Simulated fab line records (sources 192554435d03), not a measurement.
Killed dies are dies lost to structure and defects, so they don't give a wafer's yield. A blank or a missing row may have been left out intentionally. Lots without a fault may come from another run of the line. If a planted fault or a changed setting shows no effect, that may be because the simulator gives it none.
Code-filled problem report in 8D (eight disciplines) form | flow n5Finfet | the parts of the form that need people (team, actions taken, sign-off) are left out

1. THE PROBLEM
At N5_MOL_CONTACT_COAG_ALD_27, runLengthS averages 2145.5 s over 3 wafers from 3 lots, while fault-free wafers read 2769.8 s, standard deviation 0.57. So: -99 or more standard deviations from the usual mean.
The step: deposits SiOC, target thk 17 nm, pulse time 1.5 s, time 2720 s.
First observed at day 7 06:54: wafer L811.6, on aldSin-01. The record holds 12 wafers of 5 lots with a number at this step. By rule, "out" or "out of limits" means more than 4 standard deviations away from the usual mean. All remaining wafers that have a number are taken as sound.

2. WHAT IT IS, WHAT IT ISN'T
question                    | is                     | is not
which readings at this step | runLengthS             | heaterPowerW, precursorPulseHeightRel
which lots                  | L811, L813, L814       | L802, L819
which wafers of those lots  | L811.6, L813.6, L814.6 | L811.1, L813.1, L814.2
read on which tools         | aldSin-01              | aldSin-04
when                        | from day 7 06:54       | up to then (4 sound wafers); but 5 sound wafers of L813, L814, L819 came after

3. SUSPECTS, AND WHAT RULES EACH OUT
Counting: a tool at a process step up to the reading stays a suspect if it ran every lot that is out. Sound lots after the first of them don't rule it out here, since some wafers of a struck lot are sound.
- aldSin-01 at N5_MOL_CONTACT_COAG_ALD_27 (deposits SiOC, target thk 17 nm, pulse time 1.5 s, time 2720 s): kept. It ran every lot that is out, first L811 (day 7 06:54); its last sound lot up to then is L802 (day 4 22:55). Out on those wafers are its own readings of runLengthS.
Left after counting: aldSin-01 at N5_MOL_CONTACT_COAG_ALD_27.

4. THE CAUSE (what the simulator had put in)
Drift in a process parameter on aldSin-01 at N5_MOL_CONTACT_COAG_ALD_27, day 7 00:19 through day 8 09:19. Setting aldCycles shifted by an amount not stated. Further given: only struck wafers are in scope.
Counting left only this tool.

5. THE CHAIN OF EFFECTS, in route order
Each row: a reading whose mean over the struck wafers that have a number lies more than 3 standard deviations from the usual. Only readings whose record carries a usual standard deviation are examined. hours: median over the lots of the time between each lot's start at the first step of this table that gives one and its start at this step. sigmas: the change, counted in usual standard deviations.
hours | step                       | reading    | usual    | on struck wafers | change | sigmas
0     | N5_MOL_CONTACT_COAG_ALD_27 | runLengthS | 2769.8 s | 2145.5           | -624.3 | -99 or more
It contains these process steps:
- N5_MOL_CONTACT_COAG_ALD_27: deposits SiOC, target thk 17 nm, pulse time 1.5 s, time 2720 s.
At these later measuring or inspecting steps, every struck wafer for which the step has a row has a number for every such reading, and none has moved that far: N5_BEOL_M4_RC_MEAS_101.

6. WHAT WOULD HAVE CAUGHT IT SOONER
In this record no reading fell out of limits until day 7 06:54, 7 hours after the fault had begun at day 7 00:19.
